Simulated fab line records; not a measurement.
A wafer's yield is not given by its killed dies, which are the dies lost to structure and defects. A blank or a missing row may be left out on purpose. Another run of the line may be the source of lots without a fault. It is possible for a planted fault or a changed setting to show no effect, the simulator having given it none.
fab line records    flow n5-finfet
[record] lots = 7  wafers = 21  last-day = 17
route steps=1938 shown ILD0@343 SDB@347
lots that met no fault: from a run of the same line without faults
start-h: the number of hours between the record's first day and the start of the first shown wafer of the lot    wait-h: hours since the lot's step before    " same as the row above    L1.1+2: a single row standing in for several wafers    - no value, or no start given    * or withheld: withheld    < > ~ a bound
route shown NAME@n: names a module that has steps shown in the file, with the first one's number in the route    usual: the fault-free wafers' mean and standard deviation    same: alike in all rows    chamber/n: place in a boat    sites: readings site by site    _std_site: standard deviation across them    _edge_site: inner sites' mean taken away from outer sites' mean    radius-mm: for every site, how far away it sits from the centre of the wafer    mask NAME#n: copy n    behind: the most recent tool/chamber to have shaped the wafer    hold: what put the lot on hold/how long, in hours/how the hold closed    device: which transistor (n, p or np) failed to switch    end of line: at the end of the route, the tests of the same wafers    where a step has no rows: the recipe by itself    killed: dies that structure and defects cost at the first sort, which is not the same as the wafer's yield    map: a wafer's dies, marking killed ones x, the rest . and places with no die _
set.NAME: the setting the step ran with; set.NAME@STEP: the setting that earlier step ran with    model.NAME: the simulator's own value behind a step, which no gauge read
certain route steps with their lots: each step a table, each wafer a row
services: a tool's chamber out of use, with start hour (start-h, from the record's first day; less than 0 if before it), hours out, and reason
[[steps]]
[step N5_ILD0_ALD_15]
[recipe] material = SiNx  target-thk-a = 240  temp-c = 400  ald-precursor-family = SiH2I2  ald-co-reactant = N2/H2-plasma  pulse-time-s = 1  ald-cycles = 480  purge-time-s = 2  co-reactant-purge-time-s = 2  pressure-torr = 2
[usual] heater-power-w = 844/96  precursor-pulse-height-rel = 0.999/0.02
[same] ald-cycles = 480
lot.wafer  tool        chamber  start-h  wait-h  heater-power-w  precursor-pulse-height-rel
L198.2     ald-sin-02  2        74.74    0.5     764             0.967
L198.3     "           1        "        "       895             1.034
L198.6     "           2        75.83    1.1     755             1.014
L206.2     ald-sin-03  0        128.02   0.5     929             1.008
L206.3     "           1        "        "       965             1.013
L206.4     "           2        "        "       875             1.001
L207.1     ald-sin-02  1        131.05   0.6     869             1.030
L207.5     "           2        132.14   1.2     754             0.986
L207.6     "           1        "        "       901             0.986
L208.2     ald-sin-03  2        138.44   0.8     890             1.018
L208.5     "           3        139.52   1.5     899             1.000
L208.6     "           0        "        "       932             1.013
L213.2     ald-sin-02  0        163.61   0.5     864             1.001
L213.4     "           3        "        "       903             1.002
L213.5     "           0        164.70   1.2     850             1.015
L214.3     ald-sin-04  0        169.50   0.4     643             0.983
L214.5     "           3        170.59   1.2     692             0.977
L214.6     "           0        "        "       630             0.990
L217.3     ald-sin-02  1        190.08   0.8     874             0.997
L217.5     "           2        191.16   1.6     787             1.010
L217.6     "           1        "        "       895             0.997
[step N5_ILD0_CMP_12]
[recipe] stop-on = poly-Si  material = SiNx  t-overpolish-s = 6  post-cmp-clean = alkaline-brush  down-force-psi = 2.5  platen-rpm = 51.8  pad-velocity-m-s = 1.0307  target-thk-nm = 17.67
[usual] motor-current-A = 8.8/0.8  overpolish-run-s = 6.001/0.0087  time-to-endpoint-s = 29.4/2.9
lot.wafer  tool    chamber  start-h  wait-h  motor-current-A  overpolish-run-s  time-to-endpoint-s
L198.3     cmp-04  1        76.98    1.2     7.5              5.997             26.0
L198.2     "       3        "        "       8.4              6.008             29.3
L198.6     "       1        "        "       7.2              5.997             25.9
L206.2     cmp-04  3        130.22   1.1     8.7              6.006             32.7
L206.3     "       0        "        "       8.4              5.993             28.6
L206.4     "       2        "        "       9.2              5.990             26.9
L207.1     cmp-04  2        133.37   1.2     8.8              6.000             31.5
L207.5     "       3        "        "       8.7              6.000             33.9
L207.6     "       0        "        "       8.6              6.007             28.3
L208.2     cmp-02  3        140.71   1.2     10.2             6.000             32.7
L208.5     "       1        "        "       8.6              6.005             31.2
L208.6     "       2        "        "       9.2              5.991             36.0
L213.4     cmp-03  2        165.85   1.2     8.9              6.005             30.8
L213.2     "       3        "        "       8.1              5.980             26.7
L213.5     "       2        "        "       8.8              6.012             28.9
L214.3     cmp-04  2        171.74   1.2     9.3              6.010             29.4
L214.6     "       1        "        "       7.1              5.987             27.1
L214.5     "       2        "        "       9.0              5.969             28.3
L217.3     cmp-03  3        192.39   1.2     8.3              5.983             25.6
L217.5     "       0        "        "       10.4             5.984             23.2
L217.6     "       1        "        "       8.3              6.002             25.5
[step N5_ILD0_THK_MEAS_13]
[usual] thk-nm = 17.7/1.2
lot.wafer  tool           chamber  start-h  wait-h  thk-nm
L198.2     film-metro-01  -        77.24    -       19.9
L198.3     "              -        "        "       17.8
L198.6     "              -        "        "       17.9
L206.2     film-metro-02  -        130.51   -       19.1
L206.3     "              -        "        "       17.5
L206.4     "              -        "        "       17.2
L207.1     film-metro-01  -        133.55   -       16.5
L207.5     "              -        "        "       18.9
L207.6     "              -        "        "       17.7
L208.2     film-metro-02  -        140.93   -       17.1
L208.5     "              -        "        "       16.6
L208.6     "              -        "        "       18.6
L213.2     film-metro-02  -        166.11   -       17.1
L213.4     "              -        "        "       17.6
L213.5     "              -        "        "       17.6
L214.3     film-metro-02  -        172.00   -       17.9
L214.5     "              -        "        "       17.5
L214.6     "              -        "        "       17.5
L217.3     film-metro-02  -        192.57   -       17.2
L217.5     "              -        "        "       15.6
L217.6     "              -        "        "       17.8
[step N5_ILD0_INSPECT_06]
[recipe] inspect-instrument = darkfield  mode = post-cmp
[usual] raw-defect-count = 36/16
lot.wafer  tool               chamber  start-h  wait-h  raw-defect-count
L198.2     defect-inspect-01  -        77.26    0.0     27
L198.3     "                  -        "        "       42
L198.6     "                  -        "        "       29
L206.2     defect-inspect-02  -        130.54   0.0     30
L206.3     "                  -        "        "       41
L206.4     "                  -        "        "       43
L207.1     defect-inspect-02  -        133.58   0.0     37
L207.5     "                  -        "        "       42
L207.6     "                  -        "        "       14
L208.2     defect-inspect-02  -        140.96   0.0     67
L208.5     "                  -        "        "       75
L208.6     "                  -        "        "       56
L213.2     defect-inspect-02  -        166.14   0.0     24
L213.4     "                  -        "        "       26
L213.5     "                  -        "        "       32
L214.3     defect-inspect-02  -        172.03   0.0     47
L214.5     "                  -        "        "       77
L214.6     "                  -        "        "       85
L217.3     defect-inspect-02  -        192.60   0.0     30
L217.5     "                  -        "        "       31
L217.6     "                  -        "        "       52
[step N5_SDB_HM_DEP_00]
[recipe] material = SiNx  target-thk-a = 400  temp-c = 400  precursor = SiH4/NH3/N2  pressure-torr = 1.5  rf-w = 300  time-s = 35.3
[usual] heater-power-w = 755/94  showerhead-plenum-p-Torr = 5.15/0.064  throttle-valve-pct = 39.4/2.2
lot.wafer  tool      chamber  start-h  wait-h  heater-power-w  showerhead-plenum-p-Torr  throttle-valve-pct
L198.2     pecvd-02  2        77.30    0.0     717             5.12                      38.5
L198.3     "         0        "        "       1026            5.21                      39.4
L198.6     "         2        "        "       737             5.12                      38.5
L206.2     pecvd-04  2        130.57   0.0     874             5.12                      36.7
L206.3     "         1        "        "       819             5.23                      38.5
L206.4     "         1        "        "       820             5.25                      38.5
L207.1     pecvd-01  2        133.61   0.0     722             5.10                      36.3
L207.5     "         0        "        "       695             5.11                      42.1
L207.6     "         1        "        "       712             5.24                      39.3
L208.2     pecvd-01  2        141.00   0.0     675             5.11                      36.1
L208.5     "         1        "        "       812             5.23                      39.6
L208.6     "         0        "        "       641             5.10                      42.5
L213.2     pecvd-04  1        166.17   0.0     798             5.24                      38.8
L213.4     "         0        "        "       648             5.08                      41.8
L213.5     "         2        "        "       776             5.10                      36.8
L214.3     pecvd-01  1        172.06   0.0     778             5.24                      39.6
L214.5     "         0        "        "       629             5.11                      42.1
L214.6     "         2        "        "       670             5.10                      36.5
L217.3     pecvd-04  0        192.64   0.0     718             5.08                      41.9
L217.5     "         0        "        "       713             5.07                      42.2
L217.6     "         2        "        "       818             5.12                      37.3
[step N5_SDB_COAT_03]
[recipe] resist = SOC  temp-c = 250  time-s = 60  spin-rpm = 1500  resist-thk-nm = 100
[step N5_SDB_COAT_04]
[recipe] resist = SiARC  temp-c = 220  time-s = 60  spin-rpm = 1500  resist-thk-nm = 18
[step N5_SDB_COAT_05]
[recipe] resist = CAR-ArF  spin-rpm = 1500  resist-thk-nm = 90
[step N5_SDB_EBR_07]
[recipe] solvent = PGMEA  ebr-width-mm = 1.5
[step N5_SDB_SOFTBAKE_06]
[recipe] temp-c = 110  time-s = 60  resist = CAR-ArF
[step N5_SDB_EXPOSE_08]
[recipe] mask-id = SDB  na = 1.35  source-shape = conventional  sigma-outer = 0.5  polarization = unpolarized  dose-mj = 49.6
[step N5_SDB_PEB_09]
[recipe] peb-temp-c = withheld  peb-time-s = 60  resist = CAR-ArF
[step N5_SDB_DEVELOP_10]
[recipe] develop-time-s = 30  developer = TMAH  resist = CAR-ArF  rinse-liquid = diw  dry = air-spin  dev-temp-c = 23
[usual] chill-plate-temp-C = 23.01/0.1  develop-time-s = 30/0
lot.wafer  tool            chamber  start-h  wait-h  chill-plate-temp-C  develop-time-s  model.CAR-ArF_of_SDB_COAT_05.thk-nm
L198.2     litho-track-03  0        77.71    -       22.90               30              88.2
L198.3     "               0        "        "       23.07               30              88.2
L198.6     "               0        "        "       22.98               30              88.2
L206.2     litho-track-05  -        130.97   -       -                   -               90.2
L206.3     "               -        "        "       -                   -               90
L206.4     "               -        "        "       -                   -               90.4
L207.1     litho-track-03  -        134.01   -       -                   -               90
L207.5     "               -        "        "       -                   -               89.8
L207.6     "               -        "        "       -                   -               89.8
L208.2     litho-track-05  -        141.26   -       -                   -               90
L208.5     "               -        "        "       -                   -               90
L208.6     "               -        "        "       -                   -               90.2
L213.2     litho-track-02  0        166.56   -       22.87               30              88.8
L213.4     "               0        "        "       23.07               30              88.8
L213.5     "               0        "        "       23.05               30              89
L214.3     litho-track-03  0        172.33   -       23.13               30              88.6
L214.5     "               0        "        "       23.12               30              88.2
L214.6     "               0        "        "       23.27               30              88.8
L217.3     litho-track-02  0        193.03   -       23.07               30              88.6
L217.5     "               0        "        "       22.91               30              88.6
L217.6     "               0        "        "       22.92               30              88.2
[step N5_SDB_CD_MEAS_11]
[recipe] target-cd-nm = 50  landing-energy-ev = 500  detector = se-inlens  polarity = opening
[usual] cd-nm = 50.9/1.1
lot.wafer  tool       chamber  start-h  wait-h  cd-nm
L198.2     cd-sem-02  0        77.76    -       50.2
L198.3     "          0        "        "       51.2
L198.6     "          0        "        "       52.2
L206.2     cd-sem-03  0        131.03   -       -
L206.3     "          0        "        "       -
L206.4     "          0        "        "       -
L207.1     cd-sem-02  0        134.06   -       -
L207.5     "          0        "        "       -
L207.6     "          0        "        "       -
L208.2     cd-sem-01  0        141.32   -       -
L208.5     "          0        "        "       -
L208.6     "          0        "        "       -
L213.2     cd-sem-02  0        166.62   -       52.0
L213.4     "          0        "        "       50.9
L213.5     "          0        "        "       50.5
L214.3     cd-sem-03  0        172.39   -       51.1
L214.5     "          0        "        "       51.6
L214.6     "          0        "        "       51.1
L217.3     cd-sem-01  0        193.09   -       50.6
L217.5     "          0        "        "       51.3
L217.6     "          0        "        "       52.4
[[services]]
tool            chamber  start-h  hours  kind
cmp-03          -        55.30    0.9    repair
ald-sin-03      -        55.78    0.5    repair
ald-sin-03      3        63.97    3.4    repair
litho-track-03  -        71.47    -      consumable-replace:filter
ald-sin-03      -        87.08    14.0   pm
pecvd-01        -        87.76    6.9    repair
cmp-03          -        89.20    2.3    repair
cmp-04          -        100.79   0.8    repair
cmp-03          -        114.49   0.3    repair
cmp-04          -        123.56   6.0    pm
cmp-02          -        136.75   1.0    repair
pecvd-02        -        139.84   0.3    repair
cmp-04          -        141.83   4.0    pm
cmp-04          -        145.83   -      consumable-replace:conditioner
cmp-04          -        145.83   -      consumable-replace:pad
cmp-02          -        157.28   1.2    repair
pecvd-02        2        164.86   29.8   repair
pecvd-02        -        165.15   0.4    repair
cmp-02          -        166.88   3.1    repair
cmp-03          -        172.84   7.8    repair
ald-sin-04      -        176.81   14.0   pm
ald-sin-02      -        177.32   6.1    pm
cmp-03          -        183.94   1.6    repair
pecvd-02        1        189.86   2.9    repair
[[key]]
[first-sign] step = N5_SDB_DEVELOP_10  reading = tool-record  direction = missing
effect none on later readings
[model-effect] step = N5_SDB_DEVELOP_10  value = CAR-ArF_of_SDB_COAT_05.thk-nm  without = 88.36  struck = 90.04
met-at N5_SDB_DEVELOP_10
struck-wafers L206.2,L206.3,L206.4,L207.1,L207.5,L207.6,L208.2,L208.5,L208.6
later-rows-left-out L206.2,L206.3,L206.4,L207.1,L207.5,L207.6,L208.2,L208.5,L208.6
sort-left-out L206.2,L206.3,L206.4,L207.1,L207.5,L207.6,L208.2,L208.5,L208.6
onset-between 77.71 130.97
[fault] kind = skipped-step-whole  tool = litho-track-03,litho-track-05  chamber = -  onset-h = 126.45  steps = N5_SDB_DEVELOP_10  scope = struck-lots-only
// sort-left-out: the simulated sort isn't trusted on such a fault, so these wafers' sort isn't shown, and their yield isn't known
// later-rows-left-out: the simulator's readings of these wafers behind a module that went badly wrong aren't trusted and aren't shown, but for the sort
